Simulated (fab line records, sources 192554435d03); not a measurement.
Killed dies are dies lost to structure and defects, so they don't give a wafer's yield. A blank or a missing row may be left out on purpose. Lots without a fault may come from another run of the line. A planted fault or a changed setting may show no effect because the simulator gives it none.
Chamber matching | flow n5_finfet | N5_BEOL_M10_STRIP_67 on rie_diel-06: 4 sister chambers
The step strips in CF4. 4 wafers are shown with their chamber, then 8 later ones without.

WAFERS WITH THEIR CHAMBER
wafer  | chamber | showerhead_plenum_p_Torr (Torr)
L082.5 | 0       | 1.85
L087.3 | 1       | 1.76
L089.6 | 3       | 1.72
L091.2 | 2       | 1.82

WAFERS WITHOUT THEIR CHAMBER
wafer  | showerhead_plenum_p_Torr (Torr)
L091.5 | 1.76
L091.6 | 1.72
L096.1 | 1.84
L096.2 | 1.71
L096.5 | 1.84
L097.3 | 1.84
L097.4 | 1.82
L097.5 | 1.84

WHICH CHAMBER EACH WENT THROUGH
wafer  | from the rows above     | in truth
L091.5 | 1                       | 1
L091.6 | 3                       | 3
L096.1 | can't be placed: 0 or 2 | 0
L096.2 | 3                       | 3
L096.5 | can't be placed: 0 or 2 | 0
L097.3 | can't be placed: 0 or 2 | 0
L097.4 | 2                       | 2
L097.5 | can't be placed: 0 or 2 | 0
Placed correctly: 4 of 8. Can't be placed from these rows: 4 (the true chamber is among the candidates in 4). Placed wrongly: 0.
How it was worked out, from the rows above alone: a wafer's distance from a chamber is the root of the sum, over the readings, of the square of ((its reading less the chamber's mean) divided by the reading's scatter). The wafer belongs to the nearest chamber; if the next one is less than 2 further off, it can't be placed. A chamber's mean is the mean of its shown wafers. The scatter: with one shown wafer a chamber, the root of the mean of the squares of how far each hidden wafer lies from its nearest shown one.
